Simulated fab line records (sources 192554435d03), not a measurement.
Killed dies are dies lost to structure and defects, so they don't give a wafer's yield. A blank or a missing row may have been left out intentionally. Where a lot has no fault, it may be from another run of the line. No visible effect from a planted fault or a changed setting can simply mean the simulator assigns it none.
Matching of chambers || flow n5 finfet || N5_BEOL_M9_ALD_74 on ald metal-04 has 4 sister chambers
The step deposits TaN, target thk 2 nm, pulse time 2 s, purge time 3 s. 8 wafers are shown with their chamber, then 10 later ones without.

## WAFERS, EACH WITH ITS CHAMBER
{"wafer": "L077.5", "chamber": 3, "heater power w (W)": 517, "heater power outer w (W)": 274}
{"wafer": "L079.1", "chamber": 2, "heater power w (W)": 362, "heater power outer w (W)": 201}
{"wafer": "L082.5", "chamber": 0, "heater power w (W)": 422, "heater power outer w (W)": 241}
{"wafer": "L086.4", "chamber": 3, "heater power w (W)": 503, "heater power outer w (W)": 283}
{"wafer": "L086.5", "chamber": 0, "heater power w (W)": 432, "heater power outer w (W)": 234}
{"wafer": "L086.6", "chamber": 1, "heater power w (W)": 393, "heater power outer w (W)": 229}
{"wafer": "L087.2", "chamber": 2, "heater power w (W)": 363, "heater power outer w (W)": 201}
{"wafer": "L087.3", "chamber": 1, "heater power w (W)": 394, "heater power outer w (W)": 220}

## WAFERS WITH NO CHAMBER GIVEN
{"wafer": "L087.5", "heater power w (W)": 388, "heater power outer w (W)": 233}
{"wafer": "L088.2", "heater power w (W)": 426, "heater power outer w (W)": 239}
{"wafer": "L088.4", "heater power w (W)": 502, "heater power outer w (W)": 276}
{"wafer": "L088.6", "heater power w (W)": 365, "heater power outer w (W)": 202}
{"wafer": "L092.3", "heater power w (W)": 361, "heater power outer w (W)": 200}
{"wafer": "L092.4", "heater power w (W)": 512, "heater power outer w (W)": 272}
{"wafer": "L092.5", "heater power w (W)": 502, "heater power outer w (W)": 274}
{"wafer": "L096.2", "heater power w (W)": 359, "heater power outer w (W)": 200}
{"wafer": "L096.3", "heater power w (W)": 407, "heater power outer w (W)": 222}
{"wafer": "L096.6", "heater power w (W)": 425, "heater power outer w (W)": 235}

## CHAMBER TAKEN BY EACH
{"wafer": "L087.5", "from the rows above": 1, "in truth": 1}
{"wafer": "L088.2", "from the rows above": 0, "in truth": 0}
{"wafer": "L088.4", "from the rows above": 3, "in truth": 3}
{"wafer": "L088.6", "from the rows above": 2, "in truth": 2}
{"wafer": "L092.3", "from the rows above": 2, "in truth": 2}
{"wafer": "L092.4", "from the rows above": 3, "in truth": 3}
{"wafer": "L092.5", "from the rows above": 3, "in truth": 3}
{"wafer": "L096.2", "from the rows above": 2, "in truth": 2}
{"wafer": "L096.3", "from the rows above": 1, "in truth": 1}
{"wafer": "L096.6", "from the rows above": 0, "in truth": 0}
10 of 10 placed correctly. Left unplaced by these rows: 0. Placed wrongly: 0.
How it was worked out, from the rows above alone: a wafer's distance from a chamber is the root of the sum, over the readings, of the square of ((its reading less the chamber's mean) divided by the reading's scatter). The wafer belongs to the nearest chamber; if the next one is less than 2 further off, it can't be placed. For every chamber, the mean is computed from those of its wafers that are shown. The scatter is the square root of a quotient: the sum, over the shown wafers, of each reading's squared deviation from its chamber's mean, divided by wafers minus chambers.
